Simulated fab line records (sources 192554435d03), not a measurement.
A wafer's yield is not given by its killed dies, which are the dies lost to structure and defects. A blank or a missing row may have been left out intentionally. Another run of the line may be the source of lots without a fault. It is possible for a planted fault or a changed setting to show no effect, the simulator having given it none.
Chamber matching | flow n5 finfet | N5_BEOL_M9_ETCH_62 on rie diel-04 has 4 sister chambers
The step etches SOC in N2/H2, target depth 110 nm, overetch 22 nm, time 165 s. 18 wafers are shown with their chamber, then 9 later ones without.

## WAFERS PAIRED WITH THEIR CHAMBERS
wafer  | chamber | showerhead plenum p Torr (Torr) | oes product au (a.u.) | rf vpp V (V)
L080.1 | 2       | 2.51                            | 0.58                  | 523.6
L080.5 | 2       | 2.51                            | 0.58                  | 524.6
L080.6 | 1       | 2.42                            | 0.60                  | 521.0
L081.2 | 3       | 2.44                            | 0.64                  | 521.6
L081.3 | 1       | 2.42                            | 0.60                  | 521.3
L081.5 | 2       | 2.51                            | 0.59                  | 522.2
L082.1 | 2       | 2.51                            | 0.59                  | 522.4
L082.4 | 3       | 2.44                            | 0.64                  | 519.5
L082.6 | 2       | 2.51                            | 0.58                  | 523.2
L083.1 | 3       | 2.43                            | 0.63                  | 520.7
L083.2 | 1       | 2.41                            | 0.60                  | 519.5
L083.5 | 2       | 2.51                            | 0.58                  | 522.6
L086.1 | 1       | 2.41                            | 0.59                  | 519.9
L086.3 | 0       | 2.40                            | 0.58                  | 520.0
L086.4 | 3       | 2.43                            | 0.63                  | 522.2
L089.4 | 0       | 2.39                            | 0.57                  | 520.9
L089.5 | 1       | 2.41                            | 0.60                  | 520.9
L089.6 | 3       | 2.43                            | 0.63                  | 522.0

SIGNATURES (averages over the wafers above)
reading                  | chamber 0 | chamber 1 | chamber 2 | chamber 3 | scatter within a chamber
showerhead plenum p Torr | 2.3950    | 2.4140    | 2.5100    | 2.4340    | 0.00455
oes product au           | 0.5750    | 0.5980    | 0.5833    | 0.6340    | 0.00523
rf vpp V                 | 520.450   | 520.520   | 523.100   | 521.200   | 0.919
Rule: distance of a wafer from a chamber = root of the sum over the readings of ((wafer's reading minus chamber's mean) / reading's scatter) squared. The wafer belongs to the nearest chamber; if the next one is less than 2 further off, it can't be placed. The scatter: take each reading less its chamber's mean, square it, sum over the shown wafers, divide by the number of wafers less the number of chambers, and take the root.

## WAFERS MISSING THEIR CHAMBER
wafer  | showerhead plenum p Torr (Torr) | oes product au (a.u.) | rf vpp V (V)
L094.1 | 2.50                            | 0.85                  | 522.4
L094.2 | 2.43                            | 0.62                  | 521.0
L094.6 | 2.50                            | 0.83                  | 523.4
L091.1 | 2.42                            | 0.62                  | 520.8
L091.4 | 2.50                            | 0.81                  | 521.7
L091.5 | 2.40                            | 0.58                  | 518.3
L095.1 | 2.42                            | 0.61                  | 519.9
L095.5 | 2.71                            | 0.83                  | 527.6
L095.6 | 2.40                            | 0.58                  | 520.9

## CHAMBER TAKEN BY EACH
wafer  | from the rows above     | in truth
L094.1 | 3                       | 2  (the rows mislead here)
L094.2 | 3                       | 3
L094.6 | 3                       | 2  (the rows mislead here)
L091.1 | can't be placed: 3 or 1 | 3
L091.4 | 3                       | 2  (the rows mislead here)
L091.5 | 0                       | 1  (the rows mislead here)
L095.1 | 1                       | 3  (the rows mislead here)
L095.5 | 2                       | 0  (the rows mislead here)
L095.6 | 0                       | 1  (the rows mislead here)
Correct placement for 1 of the 9. Can't be placed from these rows: 1 (the true chamber is among the candidates in 1). 7 placed wrongly.
